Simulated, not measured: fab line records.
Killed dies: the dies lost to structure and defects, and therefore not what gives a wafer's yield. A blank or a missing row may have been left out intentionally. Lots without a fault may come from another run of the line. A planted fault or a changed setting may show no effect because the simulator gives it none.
fab line records    flow nand-harc
record: lots: 13  wafers: 39  last-day: 26
route steps=1159 shown P_BONDPAD@370 A_ZERO_WELL@398 END@1159
lots that met no fault: taken from a fault-free run of the same line
start-h: hours from the record's first day to the start of the lot's first wafer shown    wait-h: hours from the lot's prior step to this one    " identical to the entry in the row above    L1.1+2: a row that stands for several wafers    - no value, or no start given    * or withheld: withheld    < > ~ a bound
route shown NAME@n: NAME is a module with steps in the file, n the number in the route of the first one    usual: average and standard deviation across the fault-free wafers    same: alike in all rows    chamber/n: place in a boat    sites: per-site readings    _std_site: the standard deviation of these    _edge_site: mean of outer sites minus mean of inner sites    radius-mm: how far each site lies from the wafer's centre    mask NAME#n: copy n    behind: the tool/chamber that last shaped the wafer    hold: what put the lot on hold/how long, in hours/how the hold closed    device: whichever transistor did not switch (one of n, p or np)    end of line: at the end of the route, the tests of the same wafers    for a step that has no rows: nothing shown but its recipe    killed: at the first sort, the dies lost to defects and structure; wafer yield is something else    map: dies across one wafer; x = killed, . = not, _ = none there
set.NAME: setting as actually run; set.NAME@STEP: the setting as run at that earlier step    model.NAME: the simulator's own value behind a step, which no gauge read
a sample of lots followed through the steps of the route, with each step as a table and each wafer as a row
services: when a tool's chamber went out of use (start-h, in hours from the record's first day, below 0 if earlier), for how many hours, and the reason
== steps ==
step: NHARC_P_BONDPAD_CD_MEAS_13
usual: cd-nm: 498.7/2.3
lot.wafer  tool       chamber  start-h  wait-h  cd-nm
L712.2     cd-sem-03  -        139.00   -       494.8
L712.5     "          -        "        "       497.1
L712.6     "          -        "        "       498.4
L715.1     cd-sem-03  -        142.32   -       496.4
L715.2     "          -        "        "       496.7
L715.3     "          -        "        "       497.0
L714.1     cd-sem-01  -        144.21   -       498.1
L714.2     "          -        "        "       497.5
L714.4     "          -        "        "       501.9
L716.2     cd-sem-01  -        153.96   -       498.2
L716.4     "          -        "        "       498.6
L716.6     "          -        "        "       496.6
L718.1     cd-sem-01  -        170.41   -       498.7
L718.2     "          -        "        "       496.9
L718.4     "          -        "        "       498.0
L720.1     cd-sem-03  -        176.60   -       496.6
L720.2     "          -        "        "       498.4
L720.3     "          -        "        "       498.6
L726.1     cd-sem-01  -        205.29   -       499.5
L726.5     "          -        "        "       500.5
L726.6     "          -        "        "       494.9
L723.4     cd-sem-01  -        206.04   -       497.5
L723.5     "          -        "        "       499.0
L723.6     "          -        "        "       497.7
L729.1     cd-sem-02  -        233.71   -       497.9
L729.2     "          -        "        "       497.4
L729.5     "          -        "        "       496.3
L731.1     cd-sem-03  -        239.07   -       497.5
L731.3     "          -        "        "       498.5
L731.5     "          -        "        "       497.4
L733.1     cd-sem-02  -        250.28   -       502.9
L733.2     "          -        "        "       496.8
L733.5     "          -        "        "       499.0
L734.1     cd-sem-02  -        258.08   -       498.3
L734.2     "          -        "        "       498.3
L734.3     "          -        "        "       500.7
L735.2     cd-sem-01  -        267.08   -       493.8
L735.3     "          -        "        "       498.5
L735.6     "          -        "        "       500.0
step: NHARC_P_BONDPAD_DEGAS_25
recipe: temp-c: 300  time-s: 60
usual: heater-power-w: 489/76
same: time-s: 60
lot.wafer  tool            chamber  start-h  wait-h  heater-power-w
L712.2     pvd-sputter-03  -        139.66   -       525
L712.6     "               -        "        "       521
L712.5     "               -        "        "       485
L715.1     pvd-sputter-01  -        142.94   -       469
L715.3     "               -        "        "       515
L715.2     "               -        "        "       463
L714.2     pvd-sputter-02  -        144.88   -       695
L714.4     "               -        "        "       442
L714.1     "               -        "        "       361
L716.4     pvd-sputter-02  -        154.69   -       491
L716.2     "               -        "        "       671
L716.6     "               -        "        "       496
L718.2     pvd-sputter-02  -        171.05   -       433
L718.4     "               -        "        "       494
L718.1     "               -        "        "       684
L720.1     pvd-sputter-03  -        177.23   -       523
L720.3     "               -        "        "       515
L720.2     "               -        "        "       473
L726.1     pvd-sputter-03  -        205.95   -       499
L726.6     "               -        "        "       470
L726.5     "               -        "        "       533
L723.4     pvd-sputter-01  -        206.67   -       473
L723.6     "               -        "        "       485
L723.5     "               -        "        "       483
L729.2     pvd-sputter-02  -        234.35   -       453
L729.1     "               -        "        "       376
L729.5     "               -        "        "       646
L731.1     pvd-sputter-03  -        239.72   -       502
L731.3     "               -        "        "       513
L731.5     "               -        "        "       511
L733.1     pvd-sputter-01  -        250.94   -       480
L733.2     "               -        "        "       458
L733.5     "               -        "        "       484
L734.2     pvd-sputter-02  -        258.72   -       638
L734.3     "               -        "        "       383
L734.1     "               -        "        "       450
L735.2     pvd-sputter-01  -        267.71   -       450
L735.3     "               -        "        "       468
L735.6     "               -        "        "       458
step: NHARC_P_BONDPAD_PVD_17
recipe: target-thk-a: 50  bias-v: 168.6  power-w: 15000  chamber-pressure-pa: 0.12  time-s: 8.06  substrate-temp-c: 50  material: TaN
usual: bias-v: 168.4/1.6  throttle-valve-pct: 29.9/1.1
same: time-s: 8.06
lot.wafer  tool            chamber  start-h  wait-h  bias-v  throttle-valve-pct
L712.2     pvd-sputter-03  -        -        -       170.1   29.5
L712.5     "               -        "        "       168.6   30.1
L712.6     "               -        "        "       169.5   29.2
L715.1     pvd-sputter-01  -        -        -       167.8   30.0
L715.3     "               -        "        "       170.6   30.2
L715.2     "               -        "        "       172.6   31.2
L714.2     pvd-sputter-02  -        -        -       167.0   31.2
L714.1     "               -        "        "       166.3   31.6
L714.4     "               -        "        "       167.6   27.7
L716.2     pvd-sputter-02  -        -        -       169.4   27.8
L716.4     "               -        "        "       170.8   31.2
L716.6     "               -        "        "       168.4   30.5
L718.2     pvd-sputter-02  -        -        -       164.0   31.3
L718.1     "               -        "        "       168.9   30.6
L718.4     "               -        "        "       170.0   31.3
L720.2     pvd-sputter-03  -        -        -       167.7   29.7
L720.3     "               -        "        "       169.8   30.0
L720.1     "               -        "        "       168.4   29.8
L726.1     pvd-sputter-03  -        -        -       170.2   29.0
L726.5     "               -        "        "       166.2   29.9
L726.6     "               -        "        "       168.4   29.4
L723.4     pvd-sputter-01  -        -        -       168.8   29.0
L723.5     "               -        "        "       166.6   30.5
L723.6     "               -        "        "       167.8   29.9
L729.1     pvd-sputter-02  -        -        -       169.5   30.0
L729.2     "               -        "        "       167.0   31.0
L729.5     "               -        "        "       170.7   27.6
L731.3     pvd-sputter-03  -        -        -       169.4   29.4
L731.1     "               -        "        "       168.3   29.0
L731.5     "               -        "        "       169.9   29.6
L733.2     pvd-sputter-01  -        -        -       169.5   30.4
L733.1     "               -        "        "       169.2   28.9
L733.5     "               -        "        "       171.8   30.6
L734.2     pvd-sputter-02  -        -        -       166.7   27.8
L734.3     "               -        "        "       166.5   29.9
L734.1     "               -        "        "       169.7   31.1
L735.2     pvd-sputter-01  -        -        -       169.5   30.0
L735.3     "               -        "        "       170.1   28.8
L735.6     "               -        "        "       166.8   30.5
step: NHARC_A_ZERO_WELL_EXPOSE_07
recipe: na: 0.55  dose-mj: 33.85  mask-id: A_ZERO
usual: exposure-dose-mJ-cm2: 33.85/0.036
lot.wafer  tool            chamber  start-h  wait-h  mask      exposure-dose-mJ-cm2
L712.2     krf-scanner-02  0        142.36   -       A_ZERO#0  33.86
L712.5     "               0        "        "       A_ZERO#0  33.85
L712.6     "               0        "        "       A_ZERO#0  33.90
L715.1     krf-scanner-01  0        145.73   -       A_ZERO#0  33.89
L715.2     "               0        "        "       A_ZERO#0  33.85
L715.3     "               0        "        "       A_ZERO#0  33.91
L714.1     krf-scanner-02  0        147.70   -       A_ZERO#0  33.79
L714.2     "               0        "        "       A_ZERO#0  33.83
L714.4     "               0        "        "       A_ZERO#0  33.84
L716.2     krf-scanner-01  0        157.50   -       A_ZERO#0  33.82
L716.4     "               0        "        "       A_ZERO#0  33.84
L716.6     "               0        "        "       A_ZERO#0  33.83
L718.1     krf-scanner-02  0        173.84   -       A_ZERO#0  33.82
L718.2     "               0        "        "       A_ZERO#0  33.85
L718.4     "               0        "        "       A_ZERO#0  33.90
L720.1     krf-scanner-04  0        180.02   -       A_ZERO#0  33.90
L720.2     "               0        "        "       A_ZERO#0  33.88
L720.3     "               0        "        "       A_ZERO#0  33.85
L726.1     krf-scanner-01  0        208.59   -       A_ZERO#0  50.58
L726.5     "               0        "        "       A_ZERO#0  50.66
L726.6     "               0        "        "       A_ZERO#0  50.64
L723.4     krf-scanner-02  0        209.51   -       A_ZERO#0  33.84
L723.5     "               0        "        "       A_ZERO#0  33.79
L723.6     "               0        "        "       A_ZERO#0  33.84
L729.1     krf-scanner-01  0        237.22   -       A_ZERO#0  50.65
L729.2     "               0        "        "       A_ZERO#0  50.68
L729.5     "               0        "        "       A_ZERO#0  50.67
L731.1     krf-scanner-04  0        242.41   -       A_ZERO#0  33.78
L731.3     "               0        "        "       A_ZERO#0  33.79
L731.5     "               0        "        "       A_ZERO#0  33.78
L733.1     krf-scanner-02  0        253.79   -       A_ZERO#0  33.83
L733.2     "               0        "        "       A_ZERO#0  33.84
L733.5     "               0        "        "       A_ZERO#0  33.85
L734.1     krf-scanner-02  0        261.35   -       A_ZERO#0  33.82
L734.2     "               0        "        "       A_ZERO#0  33.80
L734.3     "               0        "        "       A_ZERO#0  33.84
L735.2     krf-scanner-04  0        270.49   -       A_ZERO#0  33.89
L735.3     "               0        "        "       A_ZERO#0  33.86
L735.6     "               0        "        "       A_ZERO#0  33.84
step: NHARC_A_ZERO_WELL_CD_MEAS_10
recipe: target-cd-nm: 2000  landing-energy-ev: 500
usual: cd-nm: 2000.4/1.8
same: landing-energy-ev: 500
lot.wafer  tool       chamber  start-h  wait-h  cd-nm
L712.2     cd-sem-01  0        142.51   -       2000.0
L712.5     "          0        "        "       2001.7
L712.6     "          0        "        "       2000.3
L715.1     cd-sem-01  0        145.88   -       1999.5
L715.2     "          0        "        "       2000.8
L715.3     "          0        "        "       1994.6
L714.1     cd-sem-02  0        147.85   -       1999.2
L714.2     "          0        "        "       1999.6
L714.4     "          0        "        "       1996.3
L716.2     cd-sem-01  0        157.65   -       1998.9
L716.4     "          0        "        "       1998.3
L716.6     "          0        "        "       1998.3
L718.1     cd-sem-01  0        174.00   -       1998.0
L718.2     "          0        "        "       1998.9
L718.4     "          0        "        "       1999.6
L720.1     cd-sem-01  0        180.18   -       1998.5
L720.2     "          0        "        "       1997.8
L720.3     "          0        "        "       1997.2
L726.1     cd-sem-03  0        208.75   -       2014.8
L726.5     "          0        "        "       2015.0
L726.6     "          0        "        "       2014.2
L723.4     cd-sem-03  0        209.66   -       1996.7
L723.5     "          0        "        "       2000.5
L723.6     "          0        "        "       2000.7
L729.1     cd-sem-02  0        237.37   -       2015.7
L729.2     "          0        "        "       2015.9
L729.5     "          0        "        "       2014.5
L731.1     cd-sem-02  0        242.56   -       2001.5
L731.3     "          0        "        "       2001.1
L731.5     "          0        "        "       1999.4
L733.1     cd-sem-01  0        253.94   -       2001.0
L733.2     "          0        "        "       2004.1
L733.5     "          0        "        "       2002.4
L734.1     cd-sem-02  0        261.50   -       1998.8
L734.2     "          0        "        "       1998.4
L734.3     "          0        "        "       1997.3
L735.2     cd-sem-03  0        270.64   -       1997.1
L735.3     "          0        "        "       1999.8
L735.6     "          0        "        "       1998.6
step: NHARC_END_SORT_01
recipe: temp-c: 25
usual: killed-at-array: 28/9.1  killed-at-other: 0.6/0.87  killed-at-periphery: 3.4/2.7  killed-dies: 32/9  killed-open: 3.2/1.9  killed-short: 2.0/1.3
same: gross-dies: 677
lot.wafer  tool       chamber  start-h  wait-h  killed-at-array  killed-at-other  killed-at-periphery  killed-dies  killed-open  killed-short
L726.1     prober-02  0        517.62   2.5     28               1                1                    30           2            1
L726.5     prober-02  0        520.86   3.7     29               0                5                    34           3            2
L726.6     prober-02  0        521.67   4.0     26               0                5                    31           5            2
killed by level:class
L726.1 A_SLIT:chamber-film-flake=14 A_CHANNEL_HOLE_D1:chamber-film-flake=6 A_CONTACT:chamber-film-flake=3 A_M1:geometric-particle:open=1 A_M0:geometric-particle:open=1 STARTING-WAFER:geometric-particle:short=1 P_GATE:chamber-film-flake=1 A_ZERO_WELL:chamber-film-flake=1
L726.5 A_SLIT:chamber-film-flake=16 A_CHANNEL_HOLE_D1:chamber-film-flake=6 P_GATE:chamber-film-flake=2 A_STAIRCASE:chamber-film-flake=2 P_CONTACT:geometric-particle:short=1 P_M1:geometric-particle:open=1 A_SOURCE_PLATE:geometric-particle:open=1 A_M0:geometric-particle:short=1
L726.6 A_SLIT:chamber-film-flake=12 A_CHANNEL_HOLE_D1:chamber-film-flake=4 A_CONTACT:chamber-film-flake=3 P_M0:geometric-particle:open=1 P_M1:geometric-particle:open=1 A_CHANNEL_FILL_D1:geometric-particle:short=1 A_SGD_CUT:geometric-particle:short=1 A_CONTACT:geometric-particle:open=1
== services ==
tool            chamber  start-h  hours  kind
krf-scanner-04  -        126.00   4.0    pm
krf-scanner-02  -        140.40   0.5    repair
pvd-sputter-01  -        158.00   10.0   pm
krf-scanner-02  -        161.04   1.3    repair
krf-scanner-02  0        166.61   -      calibration
pvd-sputter-03  -        167.14   8.3    repair
krf-scanner-01  0        203.09   -      calibration
krf-scanner-02  -        210.00   4.0    pm
krf-scanner-04  0        210.26   -      calibration
pvd-sputter-02  -        214.01   10.0   pm
krf-scanner-02  -        215.76   0.9    repair
pvd-sputter-03  -        254.24   3.1    repair
krf-scanner-01  -        256.00   4.0    pm
krf-scanner-04  -        266.79   0.9    repair
== key ==
first-sign: step: NHARC_A_ZERO_WELL_EXPOSE_07  reading: exposure-dose-mJ-cm2  direction: up  sigmas: 99+  usual: 33.85  struck: 50.65
effect: step: NHARC_A_ZERO_WELL_CD_MEAS_10  reading: cd-nm  direction: up  sigmas: 8.4  usual: 2000.4  struck: 2015.0
met-at NHARC_A_ZERO_WELL_EXPOSE_07
struck-lots L726,L729
tester-left-out L726,L729
not-acting-at NHARC_P_BONDPAD_CD_MEAS_13,NHARC_P_BONDPAD_DEGAS_25,NHARC_P_BONDPAD_PVD_17
onset-between 157.50 208.59
fault: kind: process-parameter-drift  tool: krf-scanner-01  chamber: -  onset-h: 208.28  steps: NHARC_A_ZERO_WELL_EXPOSE_07  channel: dose-mj  offset: 16.787  shape: step  acts-in: these-recipes-only  stated: 33.85
tester-left-out: of these lots the tester's yield and bins aren't shown, on N5 and GAA mostly nor the transistor test; their killed dies are dies lost to structure and defects alone, not to doping, threshold or leakage, so they don't give the yield
